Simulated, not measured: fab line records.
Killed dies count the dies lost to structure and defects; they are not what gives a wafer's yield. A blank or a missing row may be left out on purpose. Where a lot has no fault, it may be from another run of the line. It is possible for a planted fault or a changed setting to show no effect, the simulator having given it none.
Split-lot study ; flow n5-finfet ; route with 1938 steps; 7 lots, 21 wafers read

== THE SPLIT ==
At N5_ZERO_LAYER_COAT_05 (resist thk 1000 nm), the setting spin-rpm was moved away from the recipe's 1500 rpm on 8 of the 21 wafers read, by -10.7% to +5.1%. This setting was run at the recipe's value on the other wafers.

Reading taken at the split's own step.

== THE READING ==
coat_of_ZERO_LAYER_COAT_05.thk-nm (the simulator's own value, which no gauge read), in nm, at N5_ZERO_LAYER_COAT_05 (resist thk 1000 nm). There is no usual value for it anywhere in the file. The 13 wafers here that ran the recipe average 1000.3 nm, standard deviation 2.7 nm.

wafer;tool, chamber at the split;spin-rpm as run, rpm;against the recipe;coat_of_ZERO_LAYER_COAT_05.thk-nm, nm;against lot-mates on the recipe
L075.1;litho-track-05, 0;1500;recipe;997.8;-
L075.2;litho-track-05, 0;1500;recipe;998.8;-
L075.6;litho-track-05, 0;1500;recipe;995.8;-
L076.1;litho-track-05, 0;1500;recipe;998.7;-
L076.3;litho-track-05, 0;1500;recipe;999;-
L076.5;litho-track-05, 0;1500;recipe;998.4;-
L080.2;litho-track-01, 0;1500;recipe;998.5;-
L080.3;litho-track-01, 0;1500;recipe;1003;-
L080.4;litho-track-01, 0;1577;+5.1%;978.7;-22.0
L083.3;litho-track-05, 0;1394;-7.1%;1035;no lot-mate on the recipe
L083.4;litho-track-05, 0;1394;-7.1%;1037;no lot-mate on the recipe
L083.5;litho-track-05, 0;1394;-7.1%;1039;no lot-mate on the recipe
L084.1;litho-track-05, 0;1500;recipe;1002;-
L084.2;litho-track-05, 0;1437;-4.2%;1025;+23.0
L084.5;litho-track-05, 0;1437;-4.2%;1022;+20.0
L092.3;litho-track-05, 0;1500;recipe;1005;-
L092.4;litho-track-05, 0;1500;recipe;1004;-
L092.5;litho-track-05, 0;1500;recipe;1003;-
L094.1;litho-track-04, 0;1339;-10.7%;1056;+56.0
L094.4;litho-track-04, 0;1339;-10.7%;1058;+58.0
L094.5;litho-track-04, 0;1500;recipe;1000;-

THE FIT
A straight line over all 21 wafers: coat_of_ZERO_LAYER_COAT_05.thk-nm changes by -5.15 nm for each +1% of spin-rpm; r = -0.99; the points scatter about the line by 2.7 nm.
The same after taking each lot's own level away (the mean of its wafers on the recipe; 18 wafers): -5.16 nm for each +1%; r = -1.00; scatter 1.7 nm.
That fit puts the effect of the largest move of spin-rpm on the reading at 55 nm.
The span of the lots' own levels, 997.47 to 1004.00 nm, comes to 2.4 times the standard deviation stated above.
The two slopes are in agreement: the lot-to-lot level therefore moves the slope only a little.
Check: with one of the wafers moved furthest among these (-10.7%) left out of the fit, the line predicts +55.7 nm for it against its lot-mates. Against them it came out at +56 nm.

== THESE WAFERS: OTHER SPLITS ==
These wafers also went through other splits before the reading. Each is held against what the fit with the lots' levels taken away leaves over:
other split on the same wafers;wafers away from the commonest value;r with coat_of_ZERO_LAYER_COAT_05.thk-nm (lot level and that fit taken away)
N5_ZERO_LAYER_PECVD_02 time-s;5;+0.11

== THE WHOLE CHAIN: every reading that the file lists as answering this split, in the file's order ==
step;what it does;reading;change (the file's fit);r (the file's)
N5_ZERO_LAYER_COAT_05;resist thk 1000 nm;coat_of_ZERO_LAYER_COAT_05.thk-nm (the simulator's own value, which no gauge read);-5.1 nm for each +1% of the setting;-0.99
N5_ZERO_LAYER_STRIP_24;strips in O2;strip-time-to-endpoint-s;withheld for each +1% of the setting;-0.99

== FILE'S OWN FIT ==
coat_of_ZERO_LAYER_COAT_05.thk-nm changes by -5.1 nm for each +1% of spin-rpm, r = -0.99.
